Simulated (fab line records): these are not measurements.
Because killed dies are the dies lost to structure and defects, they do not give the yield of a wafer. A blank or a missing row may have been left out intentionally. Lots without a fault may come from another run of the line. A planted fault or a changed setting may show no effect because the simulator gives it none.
Chamber matching    flow nand-harc    NHARC_A_WL_FILL_ETCHBACK_26 on rie-si-02 has 4 sister chambers
The step etches the open film in HBr, target depth 52 nm, time 13.3 s. 14 wafers are shown with their chamber, then 7 later ones without.

== WAFERS PAIRED WITH THEIR CHAMBERS ==
wafer   chamber  drypump-motor-current-A (A)  rf-fwd-power-W (W)  oes-product-au (a.u.)
L081.1  2        6.1                          345.3               0.995
L081.2  1        5.5                          345.1               1.002
L081.5  3        5.9                          341.2               0.995
L086.1  3        5.8                          340.9               0.995
L086.3  0        5.6                          345.1               0.997
L086.6  1        5.5                          344.7               0.995
L085.1  3        5.8                          341.5               1.003
L085.2  2        6.2                          345.6               0.998
L085.5  3        5.9                          340.8               0.995
L088.1  0        5.6                          346.2               1.008
L088.2  2        6.2                          344.9               1.000
L088.6  1        5.5                          343.9               0.999
L093.2  1        5.5                          342.9               1.008
L093.5  3        5.8                          342.1               1.006

SIGNATURES (averages over the wafers above)
reading                  chamber 0  chamber 1  chamber 2  chamber 3  scatter within a chamber
drypump-motor-current-A  5.600      5.500      6.167      5.840      0.0432
rf-fwd-power-W           345.650    344.150    345.267    341.300    0.691
oes-product-au           1.00250    1.00100    0.99767    0.99880    0.00525
Rule: a wafer's distance from a chamber is the root of the sum, over the readings, of the square of ((its reading less the chamber's mean) divided by the reading's scatter). If the next closest chamber is less than 2 further off than the closest, the wafer can't be placed; otherwise it belongs to the closest. The scatter: the root of (the sum of the squares of (reading less its chamber's mean) over the shown wafers, divided by (wafers less chambers)).

== WAFERS WHOSE CHAMBER IS MISSING ==
wafer   drypump-motor-current-A (A)  rf-fwd-power-W (W)  oes-product-au (a.u.)
L093.6  6.1                          345.0               0.994
L092.2  5.6                          345.6               1.007
L092.3  5.5                          344.1               0.998
L092.6  5.5                          344.5               0.999
L096.3  6.1                          344.1               0.993
L096.4  5.9                          340.4               0.991
L096.6  5.6                          345.0               1.007

== WHICH CHAMBER EACH WENT THROUGH ==
wafer   from the rows above      in truth
L093.6  2                        2
L092.2  0                        0
L092.3  1                        1
L092.6  1                        1
L096.3  2                        2
L096.4  3                        3
L096.6  can't be placed: 0 or 1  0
Placed correctly: 6 of 7. Can't be placed from these rows: 1 (the true chamber is among the candidates in 1). Wrongly placed: 0.
